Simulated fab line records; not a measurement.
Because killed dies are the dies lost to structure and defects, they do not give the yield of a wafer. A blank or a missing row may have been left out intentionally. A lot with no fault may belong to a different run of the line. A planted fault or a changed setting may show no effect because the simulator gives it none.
fab line records | flow nandHarc
[record] lots = 12 | wafers = 35 | lastDay = 34
route steps=1302 shown A_SLIT@938 A_WL_FILL@956 A_CONTACT@983
lots that met no fault: taken from a fault-free run of the same line
startH: hours from the record's first day to the start of the lot's first wafer shown | waitH: hours elapsed since this lot's preceding step | " unchanged from the row above | L1.1+2: a row that stands for several wafers | - no value, or no start given | * or withheld: withheld | < > ~ a bound
route shown NAME@n: names a module that has steps shown in the file, with the first one's number in the route | usual: mean and standard deviation over wafers with no fault | same: alike in all rows | chamber/n: place in a boat | sites: per-site readings | _std_site: the standard deviation of these | _edge_site: mean of outer sites minus mean of inner sites | radiusMm: for every site, how far away it sits from the centre of the wafer | mask NAME#n: copy n | behind: the last tool/chamber to shape the wafer | hold: why the lot was held/for how many hours/how that ended | device: which transistor (n, p or np) failed to switch | end of line: the tests these same wafers got at the end of their route | where a step has no rows: the recipe by itself | killed: dies lost to structure and defects at the first sort, not the wafer's yield | map: a wafer's dies, x killed, . not, _ none there
set.NAME: setting as actually run; set.NAME@STEP: the setting as run at that earlier step | model.NAME: the simulator's own value behind a step, which no gauge read
steps of the route over a sample of lots; a table a step, a row a wafer
services: a tool's chamber out of use, with start hour (startH, from the record's first day; less than 0 if before it), hours out, and reason
[[steps]]
[step NHARC_A_SLIT_ETCH_15]
[recipe] targetDepthA = 62000 | overEtchFrac = 0.3 | timeS = 1612 | ionEnergyEv = 150 | o2FlowSccm = 400 | cosFlowSccm = 20 | arFlowSccm = 0 | rfW = 500 | biasW = 300 | chemistry = O2/COS
[usual] drypumpMotorCurrentA = 5.6/0.5 | oesProductAu = 1.001/0.01 | rfVppV = 315.2/1.9 | showerheadPlenumPTorr = 3.19/0.12 | throttleValvePct = 28.330/0.0082
lot.wafer | tool       | chamber | startH | waitH | drypumpMotorCurrentA | oesProductAu | rfHoursCounterH | rfVppV | showerheadPlenumPTorr | throttleValvePct
L790.1    | rieDiel-08 | 0       | -      | -     | 5.1                  | 0.999        | 3.2             | 313.0  | 3.03                  | 28.336
L790.4    | "          | 2       | "      | "     | 5.8                  | 0.985        | 3.8             | 316.8  | 3.25                  | 28.332
L790.2    | "          | 3       | "      | "     | 5.3                  | 0.984        | 3.1             | 314.1  | 3.17                  | 28.337
L791.2    | rieDiel-10 | 3       | -      | -     | 5.2                  | 0.989        | 2.7             | 316.9  | 3.33                  | 28.342
L791.1    | "          | 2       | "      | "     | 5.0                  | 1.013        | 2.9             | 316.3  | 3.32                  | 28.333
L791.5    | "          | 0       | "      | "     | 6.7                  | 1.000        | -               | 315.8  | 3.09                  | 28.321
L793.1    | rieDiel-05 | 3       | -      | -     | 6.2                  | 1.000        | 1.7             | 318.6  | 3.29                  | 28.332
L793.2    | "          | 0       | "      | "     | 5.9                  | 1.001        | 1.6             | 313.9  | 3.14                  | 28.316
L793.4    | "          | 2       | "      | "     | 5.7                  | 0.994        | 1.9             | 318.4  | 3.33                  | 28.342
L795.1    | rieDiel-10 | 1       | -      | -     | 5.4                  | 1.010        | 4.5             | 311.8  | 2.95                  | 28.320
L795.2    | "          | 2       | "      | "     | 5.1                  | 1.019        | 5.0             | 315.8  | 3.32                  | 28.335
L795.4    | "          | 3       | "      | "     | 5.2                  | 0.987        | 5.6             | 319.3  | 3.33                  | 28.320
L798.4    | rieDiel-10 | 1       | -      | -     | 5.5                  | 1.004        | 8.1             | 310.1  | 2.95                  | 28.337
L798.5    | "          | 1       | "      | "     | 5.5                  | 0.998        | -               | 312.0  | 2.95                  | 28.328
L799.2    | rieDiel-05 | 2       | -      | -     | 5.7                  | 0.994        | 5.1             | 317.5  | 3.33                  | 28.329
L799.3    | "          | 3       | "      | "     | 6.2                  | 0.990        | 5.5             | 317.8  | 3.29                  | 28.318
L799.5    | "          | 1       | "      | "     | 5.1                  | 0.992        | -               | 317.9  | 3.33                  | 28.329
L800.1    | rieDiel-08 | 3       | -      | -     | 5.3                  | 0.997        | 0.4             | 315.0  | 3.17                  | 28.329
L800.2    | "          | 0       | "      | "     | 5.1                  | 1.004        | 0.5             | 312.0  | 3.03                  | 28.314
L800.6    | "          | 0       | "      | "     | 5.1                  | 1.002        | -               | 312.5  | 3.03                  | 28.333
L803.4    | rieDiel-05 | 1       | -      | -     | 5.1                  | 0.998        | 8.0             | 317.5  | 3.33                  | 28.331
L803.6    | "          | 2       | "      | "     | 5.7                  | 1.007        | -               | 318.4  | 3.33                  | 28.318
L803.5    | "          | 3       | "      | "     | 6.2                  | 0.996        | -               | 316.5  | 3.29                  | 28.322
L802.3    | rieDiel-08 | 2       | -      | -     | 5.8                  | 0.998        | 1.8             | 315.8  | 3.25                  | 28.330
L802.4    | "          | 3       | "      | "     | 5.3                  | 0.995        | 1.9             | 314.6  | 3.17                  | 28.334
L802.1    | "          | 1       | "      | "     | 6.2                  | 0.985        | 1.8             | 315.3  | 3.16                  | 28.325
L810.4    | rieDiel-08 | 1       | -      | -     | 6.2                  | 0.996        | 4.8             | 314.4  | 3.15                  | 28.341
L810.1    | "          | 2       | "      | "     | 5.7                  | 1.007        | 5.9             | 314.2  | 3.25                  | 28.318
L810.3    | "          | 0       | "      | "     | 5.1                  | 0.993        | 5.4             | 314.1  | 3.02                  | 28.339
L811.2    | rieDiel-08 | 1       | -      | -     | 6.2                  | 1.010        | 6.3             | 313.8  | 3.15                  | 28.328
L811.4    | "          | 3       | "      | "     | 5.3                  | 1.002        | 7.7             | 314.6  | 3.16                  | 28.315
L811.5    | "          | 1       | "      | "     | 6.2                  | 0.991        | -               | 315.1  | 3.15                  | 28.326
L813.3    | rieDiel-08 | 2       | -      | -     | 5.7                  | 1.009        | 10.1            | 315.4  | 3.24                  | 28.314
L813.1    | "          | 0       | "      | "     | 5.1                  | 1.006        | 8.7             | 313.1  | 3.02                  | 28.327
L813.5    | "          | 2       | "      | "     | 5.7                  | 1.008        | -               | 314.7  | 3.24                  | 28.327
[step NHARC_A_WL_FILL_CVD_03]
[recipe] targetThkA = 400 | tempC = 300 | pressureTorr = 40 | wf6FlowSccm = 40 | h2FlowSccm = 1600 | arFlowSccm = 1560 | timeS = 279 | material = W
[usual] heaterPowerW = 486/37 | throttleValvePct = 7.9/0.36
lot.wafer | tool    | chamber | startH | waitH | heaterPowerW | sinceWetCleanH | throttleValvePct
L790.2    | cvdW-01 | 1       | 460.35 | 0.3   | 522          | 81             | 8.3
L790.1    | "       | 0       | "      | "     | 460          | 81             | 7.6
L790.4    | "       | 0       | "      | "     | 467          | -              | 7.4
L791.1    | cvdW-02 | 0       | 476.35 | 0.2   | 530          | 13             | 7.7
L791.2    | "       | 1       | "      | "     | 442          | 13             | 7.7
L791.5    | "       | 1       | "      | "     | 441          | -              | 7.9
L793.1    | cvdW-01 | 1       | 486.12 | 0.1   | 543          | 107            | 8.2
L793.2    | "       | 0       | "      | "     | 471          | 107            | 7.7
L793.4    | "       | 0       | "      | "     | 470          | -              | 7.8
L795.2    | cvdW-02 | 0       | 509.72 | 0.1   | 531          | 47             | 7.6
L795.1    | "       | 1       | "      | "     | 448          | 47             | 7.6
L795.4    | "       | 1       | "      | "     | 446          | -              | 7.9
L798.4    | cvdW-02 | 0       | 553.58 | 0.2   | 539          | -              | 7.6
L798.5    | "       | 0       | "      | "     | 515          | -              | 7.5
L799.2    | cvdW-02 | 0       | 553.84 | 0.4   | 516          | 91             | 7.9
L799.3    | "       | 1       | "      | "     | 433          | -              | 7.7
L799.5    | "       | 1       | "      | "     | 446          | -              | 8.0
L800.2    | cvdW-01 | 0       | 573.67 | 0.1   | 471          | 14             | 7.4
L800.1    | "       | 1       | "      | "     | 498          | 14             | 8.2
L800.6    | "       | 1       | "      | "     | 503          | -              | 8.5
L803.4    | cvdW-01 | 1       | 585.59 | 0.2   | 493          | -              | 8.1
L803.6    | "       | 0       | "      | "     | 473          | -              | 7.3
L803.5    | "       | 1       | "      | "     | 505          | -              | 8.3
L802.1    | cvdW-01 | 1       | 588.35 | 0.1   | 493          | 28             | 8.2
L802.3    | "       | 1       | "      | "     | 499          | -              | 8.2
L802.4    | "       | 0       | "      | "     | 479          | -              | 7.4
L810.1    | cvdW-01 | 1       | 651.57 | 0.1   | 507          | 92             | 8.5
L810.4    | "       | 0       | "      | "     | 493          | -              | 7.5
L810.3    | "       | 1       | "      | "     | 490          | -              | 8.3
L811.2    | cvdW-01 | 0       | 672.38 | 0.1   | 481          | 112            | 7.4
L811.4    | "       | 0       | "      | "     | 484          | -              | 7.7
L811.5    | "       | 0       | "      | "     | 493          | -              | 7.4
L813.1    | cvdW-01 | 0       | 711.10 | 0.1   | 471          | 151            | 7.8
L813.3    | "       | 0       | "      | "     | 487          | -              | 7.5
L813.5    | "       | 0       | "      | "     | 476          | -              | 7.7
[step NHARC_A_WL_FILL_ETCHBACK_26]
[recipe] targetDepthA = 520 | timeS = 13.3 | hbrFlowSccm = 150 | rfW = 350 | icpW = 350 | biasW = 60 | chemistry = HBr
[usual] drypumpMotorCurrentA = 5.7/0.45 | oesProductAu = 0.997/0.0095 | throttleValvePct = 23.267/0.0088
lot.wafer | tool     | chamber | startH | waitH | drypumpMotorCurrentA | oesProductAu | rfHoursCounterH | throttleValvePct
L790.4    | rieSi-06 | 2       | 479.81 | 0.4   | 5.7                  | 0.990        | 0.11            | 23.276
L790.2    | "        | 3       | "      | "     | 5.4                  | 0.992        | 0.21            | 23.270
L790.1    | "        | 0       | "      | "     | 6.2                  | 1.011        | 0.25            | 23.264
L791.2    | rieSi-03 | 3       | 492.06 | 0.4   | 5.7                  | 0.994        | 0.65            | 23.265
L791.1    | "        | 1       | "      | "     | 5.1                  | 1.003        | 0.79            | 23.262
L791.5    | "        | 2       | "      | "     | 6.6                  | 0.999        | -               | 23.278
L793.4    | rieSi-06 | 1       | 503.79 | 0.4   | 5.2                  | 0.986        | 0.42            | 23.275
L793.2    | "        | 2       | "      | "     | 5.6                  | 0.998        | 0.25            | 23.274
L793.1    | "        | 3       | "      | "     | 5.4                  | 0.992        | 0.31            | 23.272
L795.1    | rieSi-03 | 3       | 525.39 | 0.4   | 5.7                  | 1.000        | 0.88            | 23.275
L795.2    | "        | 0       | "      | "     | 6.2                  | 1.012        | 0.94            | 23.272
L795.4    | "        | 1       | "      | "     | 5.1                  | 1.004        | 1.07            | 23.262
L799.2    | rieSi-06 | 0       | 569.58 | 0.4   | 6.2                  | 1.014        | 0.81            | 23.257
L799.3    | "        | 1       | "      | "     | 5.2                  | 0.993        | 0.83            | 23.267
L799.5    | "        | 0       | "      | "     | 6.2                  | 1.013        | -               | 23.278
L798.4    | rieSi-05 | 1       | 569.60 | 0.4   | 5.5                  | 0.995        | 0.57            | 23.274
L798.5    | "        | 2       | "      | "     | 5.9                  | 0.990        | -               | 23.259
L800.1    | rieSi-06 | 2       | 591.20 | 0.4   | 5.7                  | 1.012        | 0.69            | 23.269
L800.2    | "        | 0       | "      | "     | 6.2                  | 1.012        | 0.95            | 23.262
L800.6    | "        | 3       | "      | "     | 5.4                  | 1.001        | -               | 23.275
L803.4    | rieSi-03 | 3       | 601.42 | 0.4   | 5.7                  | 1.001        | 0.13            | 23.254
L803.6    | "        | 2       | "      | "     | 6.6                  | 1.006        | -               | 23.278
L803.5    | "        | 3       | "      | "     | 5.8                  | 0.998        | -               | 23.271
L802.1    | rieSi-03 | 1       | 606.44 | 0.4   | 5.1                  | 0.978        | 0.05            | 23.262
L802.3    | "        | 2       | "      | "     | 6.6                  | 0.999        | 0.18            | 23.268
L802.4    | "        | 0       | "      | "     | 6.2                  | 0.997        | 0.16            | 23.268
L810.3    | rieSi-03 | 1       | 667.65 | 0.4   | 5.1                  | 0.984        | 0.45            | 23.273
L810.1    | "        | 3       | "      | "     | 5.8                  | 1.000        | 0.54            | 23.265
L810.4    | "        | 0       | "      | "     | 6.3                  | 0.993        | 0.51            | 23.262
L811.4    | rieSi-05 | 2       | 689.54 | 0.4   | 5.9                  | 0.992        | 0.10            | 23.258
L811.2    | "        | 3       | "      | "     | 5.3                  | 0.982        | 0.14            | 23.257
L811.5    | "        | 3       | "      | "     | 5.3                  | 0.997        | -               | 23.275
L813.3    | rieSi-06 | 2       | 730.39 | 0.4   | 5.6                  | 1.002        | 0.68            | 23.271
L813.1    | "        | 1       | "      | "     | 5.2                  | 1.001        | 0.87            | 23.275
L813.5    | "        | 2       | "      | "     | 5.7                  | 0.990        | -               | 23.244
[step NHARC_A_CONTACT_DEP_24]
[recipe] targetThkA = 5000 | tempC = 400 | pressureTorr = 6.5 | rfW = 900 | teosFlowSccm = 161.4 | flowSccm = 2650 | targetThkNm = 500 | gas = O2 | material = SiO2
[usual] flowSccm = 2652/7.3 | heaterPowerW = 538/60 | mfcPrecursorSccm = 161.4/0.46 | throttleValvePct = 16.0/0.41
lot.wafer | tool     | chamber | startH | waitH | flowSccm | heaterPowerW | mfcPrecursorSccm | sinceWetCleanH | throttleValvePct
L790.2    | pecvd-04 | 0       | 481.00 | 0.1   | 2658     | 576          | 161.6            | 18             | 16.0
L790.1    | "        | 2       | "      | "     | 2650     | 581          | 161.4            | 18             | 15.8
L790.4    | "        | 2       | "      | "     | 2659     | 590          | 162.3            | -              | 16.0
L791.2    | pecvd-03 | 0       | 493.23 | 0.1   | 2668     | 422          | 161.2            | 114            | 15.9
L791.1    | "        | 2       | "      | "     | 2652     | 573          | 161.1            | 114            | 16.0
L791.5    | "        | 0       | "      | "     | 2656     | 464          | 161.0            | -              | 16.2
L793.2    | pecvd-03 | 0       | 505.25 | 0.3   | 2660     | 520          | 161.9            | 126            | 16.0
L793.1    | "        | 2       | "      | "     | 2648     | 632          | 162.0            | 126            | 15.8
L793.4    | "        | 0       | "      | "     | 2655     | 403          | 161.3            | -              | 16.1
L795.2    | pecvd-01 | 2       | 526.66 | 0.1   | 2658     | 446          | 161.6            | 21             | 16.1
L795.1    | "        | 0       | "      | "     | 2653     | 544          | 161.3            | 21             | 15.2
L795.4    | "        | 0       | "      | "     | 2656     | 558          | 161.1            | -              | 14.9
L799.2    | pecvd-01 | 1       | 570.78 | 0.1   | 2658     | 597          | 161.7            | 65             | 16.6
L799.3    | "        | 0       | "      | "     | 2650     | 619          | 161.1            | 65             | 15.4
L799.5    | "        | 0       | "      | "     | 2647     | 649          | 161.9            | -              | 15.6
L798.4    | pecvd-03 | 0       | 570.98 | 0.3   | 2657     | 476          | 161.0            | -              | 16.2
L798.5    | "        | 2       | "      | "     | 2643     | 583          | 185.3            | -              | 16.4
L800.2    | pecvd-04 | 2       | 592.54 | 0.1   | 2641     | 552          | 162.2            | 130            | 15.9
L800.1    | "        | 1       | "      | "     | 2645     | 489          | 160.7            | 130            | 16.7
L800.6    | "        | 1       | "      | "     | 2645     | 515          | 161.4            | -              | 16.6
L803.4    | pecvd-04 | 1       | 602.80 | 0.3   | 2645     | 445          | 161.1            | -              | 16.7
L803.5    | "        | 2       | "      | "     | 2655     | 599          | 161.5            | -              | 15.9
L803.6    | "        | 0       | "      | "     | 2659     | 566          | 161.3            | -              | 15.6
L802.1    | pecvd-04 | 0       | 607.62 | 0.1   | 2648     | 489          | 160.5            | 145            | 15.8
L802.3    | "        | 2       | "      | "     | 2653     | 518          | 160.6            | 145            | 16.1
L802.4    | "        | 2       | "      | "     | 2656     | 543          | 160.7            | -              | 16.1
L810.1    | pecvd-04 | 1       | 668.85 | 0.1   | 2650     | 546          | 160.7            | 25             | 16.6
L810.3    | "        | 2       | "      | "     | 2657     | 603          | 162.2            | 25             | 16.1
L810.4    | "        | 1       | "      | "     | 2641     | 564          | 161.1            | -              | 16.4
L811.2    | pecvd-04 | 2       | 690.85 | 0.2   | 2660     | 587          | 161.3            | 47             | 15.5
L811.5    | "        | 0       | "      | "     | 2653     | 478          | 161.2            | -              | 15.4
L811.4    | "        | 2       | "      | "     | 2658     | 439          | 161.3            | -              | 15.9
L813.3    | pecvd-01 | 0       | 731.68 | 0.1   | 2642     | 555          | 160.8            | 45             | 15.0
L813.1    | "        | 1       | "      | "     | 2658     | 583          | 161.6            | 45             | 16.8
L813.5    | "        | 1       | "      | "     | 2645     | 587          | 161.2            | -              | 16.7
[[services]]
tool       | chamber | startH | hours | kind
rieSi-06   | -       | 426.00 | 9.0   | pm
pecvd-04   | 0       | 436.52 | 10.4  | repair
rieSi-06   | 2       | 437.67 | 3.1   | repair
rieSi-03   | 2       | 447.69 | 30.9  | repair
pecvd-04   | -       | 450.00 | 13.0  | pm
rieSi-06   | 0       | 466.36 | 6.1   | repair
rieSi-03   | 0       | 469.60 | 11.0  | repair
rieSi-06   | -       | 470.94 | 1.3   | repair
pecvd-04   | -       | 484.27 | 0.7   | repair
rieDiel-08 | 3       | 516.00 | 6.1   | repair
pecvd-04   | 2       | 519.92 | 5.1   | repair
rieDiel-08 | 0       | 522.54 | 6.7   | repair
rieDiel-08 | -       | 544.88 | 9.0   | pm
cvdW-01    | -       | 547.00 | 13.0  | pm
rieSi-03   | -       | 575.00 | 9.0   | pm
rieSi-06   | -       | 577.54 | 1.2   | repair
rieSi-03   | 1       | 589.21 | 4.2   | repair
rieSi-06   | -       | 603.00 | 9.0   | pm
rieDiel-08 | 0       | 605.00 | 1.5   | repair
pecvd-04   | -       | 631.00 | 13.0  | pm
rieDiel-08 | 2       | 651.51 | 5.8   | repair
cvdW-01    | 0       | 688.19 | 14.0  | repair
rieDiel-08 | -       | 721.88 | 9.0   | pm
cvdW-01    | -       | 728.00 | 13.0  | pm
[[key]]
[firstSign] step = NHARC_A_CONTACT_DEP_24 | reading = mfcPrecursorSccm | direction = up | sigmas = 52 | usual = 161.4 | struck = 185.3
effect none on later readings
metAt NHARC_A_CONTACT_DEP_24
struckLots L798
struckWafers L798.5
testerLeftOut L798
notActingAt NHARC_A_SLIT_ETCH_15,NHARC_A_WL_FILL_CVD_03,NHARC_A_WL_FILL_ETCHBACK_26
onsetBetween 505.25 570.98
[fault] kind = processParameterDrift | tool = pecvd-03 | chamber = 2 | onsetH = 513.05 | steps = NHARC_A_CONTACT_DEP_24 | channel = teosFlowSccm | offset = * | shape = step | actsIn = * | stated = *
// testerLeftOut: of these lots the tester's yield and bins aren't shown, on N5 and GAA mostly nor the transistor test; their killed dies are dies lost to structure and defects alone, not to doping, threshold or leakage, so they don't give the yield
